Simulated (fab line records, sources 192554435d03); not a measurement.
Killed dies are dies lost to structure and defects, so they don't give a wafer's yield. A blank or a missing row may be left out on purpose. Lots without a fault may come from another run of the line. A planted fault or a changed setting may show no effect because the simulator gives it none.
fab line records | flow n5_finfet
record lots=7 wafers=39
route steps=1938 shown FIN_SAQP@116 DUMMY_GATE@237 GATE_CUT@510 MOL_CONTACT_COAG@616
start_h: hours from the record's first day to the start of the lot's first wafer shown | wait_h: hours since the lot's step before | " the same as in the row above | L1.1+2: a row that stands for several wafers | - no value, or no start given | * or withheld: withheld | < > ~ a bound
route shown NAME@n: a module of which the file shows steps, and the number in the route of the first | usual: mean/standard deviation of fault-free wafers | same: alike in all rows | chamber/n: place in a boat | sites: the reading at each site | _std_site: their standard deviation | _edge_site: outer sites' mean less inner sites' | radius_mm: how far each site lies from the wafer's centre | mask NAME#n: copy n | behind: the tool/chamber that last shaped the wafer | hold: why the lot was held/for how many hours/how that ended | device: the transistor (n, p or np) that didn't switch | end of line: the same wafers' tests at the end of the route | a step without rows: its recipe alone | killed: dies lost to structure and defects at the first sort, not the wafer's yield | map: a wafer's dies, x killed, . not, _ none there
set.NAME: the setting as run; set.NAME@STEP: as run at that earlier step | model.NAME: the simulator's own value behind a step, which no gauge read
lots whose settings were changed on purpose; a table a step, a row a wafer
## steps
# step N5_FIN_SAQP_ETCH_52
# recipe chemistry=N2/H2 target=SOC target_depth_a=1000 overetch_a=200 mask_material=SiARC temp_c=40 time_s=150 ion_energy_ev=200 pressure_mtorr=30 source_w=840 bias_w=150 n2_flow_sccm=200 h2_flow_sccm=200 ends=end_point
# usual rf_vpp_V=523.2/1.3
# columns lot.wafer tool chamber start_h wait_h set.source_w rf_vpp_V model.SiARC_of_FIN_SAQP_COAT_50.thk_nm
L077.1 rie_diel-01 3 40.26 0.0 840 524.8 29.17
L077.2 " 2 " " 691.5 559.0 29.71
L077.3 " 1 " " 840 524.1 28.94
L077.4 " 1 " " 691.5 558.9 29.63
L077.5 " 3 " " 691.5 558.8 29.81
L077.6 " 2 " " 840 522.6 29.14
L079.1 rie_diel-01 2 54.37 0.0 840 524.3 29.08
L079.2 " 1 " " 840 523.2 28.88
L079.3 " 3 " " 840 523.8 28.89
L080.1 rie_diel-05 2 58.21 0.0 771.8 536.4 29.23
L080.2 " 1 " " 771.8 539.0 29.23
L080.3 " 3 " " 771.8 539.0 29.42
L080.4 " 0 " " 840 522.9 29.24
L080.5 " 0 " " 840 523.0 29.19
L080.6 " 3 " " 840 523.3 29.11
L083.1 rie_diel-02 2 78.28 0.0 840 524.9 29.4
L083.2 " 3 " " 711.5 553.1 29.64
L083.3 " 1 " " 840 524.5 29.08
L083.4 " 0 " " 840 522.9 29.12
L083.5 " 0 " " 711.5 551.0 29.56
L083.6 " 1 " " 711.5 554.3 29.71
L085.1 rie_diel-05 0 87.57 0.0 840 524.1 29.29
L085.2 " 1 " " 840 522.3 29.03
L085.3 " 2 " " 699 552.7 29.62
L085.4 " 3 " " 699 555.7 29.75
L085.5 " 2 " " 699 552.7 29.57
L085.6 " 3 " " 840 523.5 29.09
L091.1 rie_diel-02 3 123.78 0.0 840 525.0 29.09
L091.2 " 1 " " 840 524.4 28.9
L091.3 " 0 " " 984 494.7 28.51
L091.4 " 2 " " 984 496.5 28.85
L091.5 " 2 " " 840 523.0 29.35
L091.6 " 1 " " 984 498.8 28.39
L094.1 rie_diel-01 3 144.09 0.0 840 523.7 28.94
L094.2 " 1 " " 840 524.4 28.92
L094.3 " 0 " " 840 522.5 29.09
L094.4 " 0 " " 840 521.0 28.89
L094.5 " 1 " " 840 523.4 28.93
L094.6 " 3 " " 840 524.5 29.06
# step N5_DUMMY_GATE_ETCH_37
# recipe chemistry=N2/H2 target=SOC target_depth_a=600 overetch_a=300 temp_c=40 ion_energy_ev=200 pressure_mtorr=30 source_w=840 bias_w=150 n2_flow_sccm=200 h2_flow_sccm=200
# usual rf_vpp_V=524.5/1.9
# columns lot.wafer tool chamber start_h wait_h set.source_w rf_vpp_V
L077.1 rie_diel-03 2 66.56 0.0 840 522.6
L077.2 " 0 " " 840 522.3
L077.3 " 1 " " 840 527.1
L077.4 " 2 " " 767.6 538.6
L077.5 " 0 " " 767.6 538.7
L077.6 " 1 " " 767.6 542.5
L079.1 rie_diel-03 2 77.98 0.0 840 522.6
L079.2 " 1 " " 840 528.1
L079.3 " 3 " " 840 528.0
L080.1 rie_diel-06 1 86.09 0.0 840 524.6
L080.2 " 0 " " 840 526.1
L080.3 " 2 " " 745.2 546.0
L080.4 " 3 " " 745.2 546.8
L080.5 " 2 " " 840 524.5
L080.6 " 3 " " 745.2 547.8
L083.1 rie_diel-04 3 103.89 0.0 840 523.6
L083.2 " 1 " " 840 526.2
L083.3 " 0 " " 840 522.2
L083.4 " 2 " " 731.2 545.7
L083.5 " 0 " " 731.2 547.2
L083.6 " 1 " " 731.2 551.5
L085.1 rie_diel-06 0 114.12 0.0 840 526.3
L085.2 " 3 " " 840 526.2
L085.3 " 1 " " 840 521.3
L085.4 " 2 " " 840 526.9
L085.5 " 2 " " 840 525.4
L085.6 " 1 " " 840 523.3
L091.1 rie_diel-04 3 148.17 0.0 899.1 513.8
L091.2 " 1 " " 840 526.3
L091.3 " 0 " " 899.1 510.2
L091.4 " 2 " " 840 521.3
L091.5 " 2 " " 840 522.0
L091.6 " 3 " " 899.1 512.1
L094.1 rie_diel-06 2 171.01 0.0 840 525.4
L094.2 " 0 " " 840 526.0
L094.3 " 1 " " 840 522.5
L094.4 " 3 " " 840 526.3
L094.5 " 1 " " 840 522.7
L094.6 " 2 " " 840 524.6
# step N5_DUMMY_GATE_ETCH_31
# recipe chemistry=C4F6/O2 target=SiO2 mask_material=SOC target_depth_a=825 time_s=27.5 ion_energy_ev=250 pressure_mtorr=30 source_w=345 bias_w=185 Ar_flow_sccm=300 C4F6_flow_sccm=10 O2_flow_sccm=10
# columns lot.wafer tool chamber start_h wait_h set.target_depth_a model.etch.depth_nm model.SOC_of_DUMMY_GATE_COAT_34.thk_nm
L077.1 rie_diel-03 2 66.83 0.0 825 80.94 51.8
L077.2 " 1 " " 825 81.43 51.8
L077.3 " 0 " " 825 83.97 51.6
L077.4 " 1 " " 825 81.73 51.6
L077.5 " 0 " " 825 84.12 51.4
L077.6 " 2 " " 825 81.39 51.6
L079.1 rie_diel-04 1 78.33 0.1 825 82.73 51.6
L079.2 " 3 " " 825 82.43 51.8
L079.3 " 0 " " 825 80.68 52
L080.1 rie_diel-03 0 86.38 0.0 792.3 81.12 51.8
L080.2 " 1 " " 825 82.04 51.6
L080.3 " 2 " " 792.3 77.64 52.2
L080.4 " 3 " " 825 82.66 51.4
L080.5 " 3 " " 825 81.87 51.6
L080.6 " 2 " " 792.3 78.07 52
L083.1 rie_diel-04 0 104.17 0.0 825 80.56 52.2
L083.2 " 2 " " 825 82.03 52
L083.3 " 1 " " 742.8 72.81 53.2
L083.4 " 3 " " 742.8 73.98 52.8
L083.5 " 2 " " 825 81.77 52
L083.6 " 3 " " 742.8 74.17 52.8
L085.1 rie_diel-06 1 114.40 0.0 825 81.81 51.8
L085.2 " 0 " " 825 81.72 51.8
L085.3 " 2 " " 825 83.42 51.8
L085.4 " 3 " " 825 81.27 52
L085.5 " 0 " " 825 81.68 51.8
L085.6 " 1 " " 825 81.5 51.8
L091.1 rie_diel-04 3 148.71 0.1 825 82.44 51.8
L091.2 " 2 " " 915.6 91.68 50.8
L091.3 " 1 " " 915.6 90.42 51
L091.4 " 0 " " 915.6 89.22 51.2
L091.5 " 1 " " 825 81.6 52
L091.6 " 2 " " 825 82.34 51.8
L094.1 rie_diel-03 2 171.30 0.0 825 84.08 51.4
L094.2 " 3 " " 825 82.73 51.6
L094.3 " 0 " " 825 84.97 51.4
L094.4 " 1 " " 825 82.31 51.8
L094.5 " 0 " " 825 84.64 51.8
L094.6 " 1 " " 825 83.08 51.8
# step N5_GATE_CUT_ALD_22
# recipe material=SiNx target_thk_a=160 temp_c=400 ald_precursor_family=SiH2I2 ald_co_reactant=N2/H2-plasma pulse_time_s=1 ald_cycles=320 purge_time_s=2 co_reactant_purge_time_s=2 pressure_torr=2
# columns lot.wafer tool chamber start_h wait_h set.ald_cycles model.SiNx_of_GATE_CUT_ALD_22.thk_nm
L077.1+2+3+4+5+6 ald_sin-04 1,0,3,2,2,3 106.48 0.0 320 16
L079.1+2 ald_sin-03 1,0 118.06 0.1 320 16
L079.3 " 3 " " 320 16.2
L080.1+2+4 ald_sin-02 3,1,0 122.60 0.0 320 16
L080.3+5+6 " 2,3,0 " " 372 18.6
L083.1 ald_sin-03 2 141.41 0.0 320 16.2
L083.2 " 1 " " 269 13.4
L083.3+5 " 0,3 " " 320 16
L083.4+6 " 3,0 " " 269 13.6
L085.1+4+6 ald_sin-03 0,2,1 153.12 0.0 320 16
L085.2+5 " 1,0 " " 284 14.2
L085.3 " 3 " " 284 14.4
L091.1+2+3+4+5+6 ald_sin-03 2,0,3,1,3,0 189.35 0.5 320 16
L094.1+3+5 ald_sin-03 3,2,0 208.98 0.0 352 17.6
L094.2+4+6 " 0,1,1 " " 320 16
# step N5_MOL_CONTACT_COAG_ETCH_124
# recipe chemistry=CH3F/O2 target=SiNx target_depth_a=65 mask_material=SOC stop_on=SiOC over_etch_frac=0.3 ion_energy_ev=120 pressure_mtorr=30 source_w=395 bias_w=73 Ar_flow_sccm=150 CH3F_flow_sccm=30 O2_flow_sccm=20 ends=end_point
# usual rf_vpp_V=297.5/2.1
# columns lot.wafer tool chamber start_h wait_h set.bias_w rf_vpp_V
L077.1 rie_diel-05 0 122.63 0.0 64.63 266.0
L077.2 " 1 " " 64.63 271.0
L077.3 " 3 " " 73 295.8
L077.4 " 2 " " 64.63 269.9
L077.5 " 0 " " 73 293.2
L077.6 " 3 " " 73 295.3
L079.1 rie_diel-02 1 132.57 0.0 73 300.0
L079.2 " 3 " " 73 295.9
L079.3 " 2 " " 73 293.0
L080.1 rie_diel-02 2 137.46 0.0 82.6 324.0
L080.2 " 3 " " 73 298.7
L080.3 " 0 " " 82.6 328.7
L080.4 " 1 " " 82.6 330.2
L080.5 " 3 " " 73 297.7
L080.6 " 2 " " 73 293.8
L083.1 rie_diel-01 1 158.53 0.0 78.77 318.1
L083.2 " 3 " " 73 298.0
L083.3 " 0 " " 78.77 316.3
L083.4 " 0 " " 73 298.5
L083.5 " 3 " " 73 298.8
L083.6 " 1 " " 78.77 318.6
L085.1 rie_diel-01 2 170.65 0.0 64.11 266.3
L085.2 " 3 " " 73 300.3
L085.3 " 1 " " 73 300.3
L085.4 " 0 " " 73 298.6
L085.5 " 3 " " 64.11 271.3
L085.6 " 0 " " 64.11 269.0
L091.1 rie_diel-01 2 204.55 0.0 73 294.2
L091.2 " 3 " " 73 298.4
L091.3 " 0 " " 61.52 260.1
L091.4 " 1 " " 73 298.4
L091.5 " 1 " " 61.52 260.0
L091.6 " 0 " " 61.52 258.6
L094.1 rie_diel-05 2 223.57 0.0 73 297.3
L094.2 " 3 " " 73 295.7
L094.3 " 1 " " 73 300.3
L094.4 " 1 " " 68.15 284.4
L094.5 " 3 " " 68.15 281.2
L094.6 " 2 " " 68.15 282.9
## key
split step=N5_FIN_SAQP_ETCH_52 setting=source_w stated=840 by=wafer
response step=N5_FIN_SAQP_ETCH_52 reading=rf_vpp_V change=-1.82 per=1% r=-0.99
response step=N5_FIN_SAQP_ETCH_52 reading=model.SiARC_of_FIN_SAQP_COAT_50.thk_nm change=-0.0307 per=1% r=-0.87
split step=N5_DUMMY_GATE_ETCH_37 setting=source_w stated=840 by=wafer
response step=N5_DUMMY_GATE_ETCH_37 reading=rf_vpp_V change=-1.85 per=1% r=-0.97
split step=N5_DUMMY_GATE_ETCH_31 setting=target_depth_a stated=825 by=wafer
response step=N5_DUMMY_GATE_ETCH_31 reading=model.etch.depth_nm change=+0.772 per=1% r=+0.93
response step=N5_DUMMY_GATE_ETCH_31 reading=model.SOC_of_DUMMY_GATE_COAT_34.thk_nm change=-0.0849 per=1% r=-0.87
split step=N5_GATE_CUT_ALD_22 setting=ald_cycles stated=320 by=wafer
response step=N5_GATE_CUT_ALD_22 reading=model.SiNx_of_GATE_CUT_ALD_22.thk_nm change=+0.159 per=1% r=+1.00
split step=N5_MOL_CONTACT_COAG_ETCH_124 setting=bias_w stated=73 by=wafer
response step=N5_MOL_CONTACT_COAG_ETCH_124 reading=rf_vpp_V change=+2.38 per=1% r=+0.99
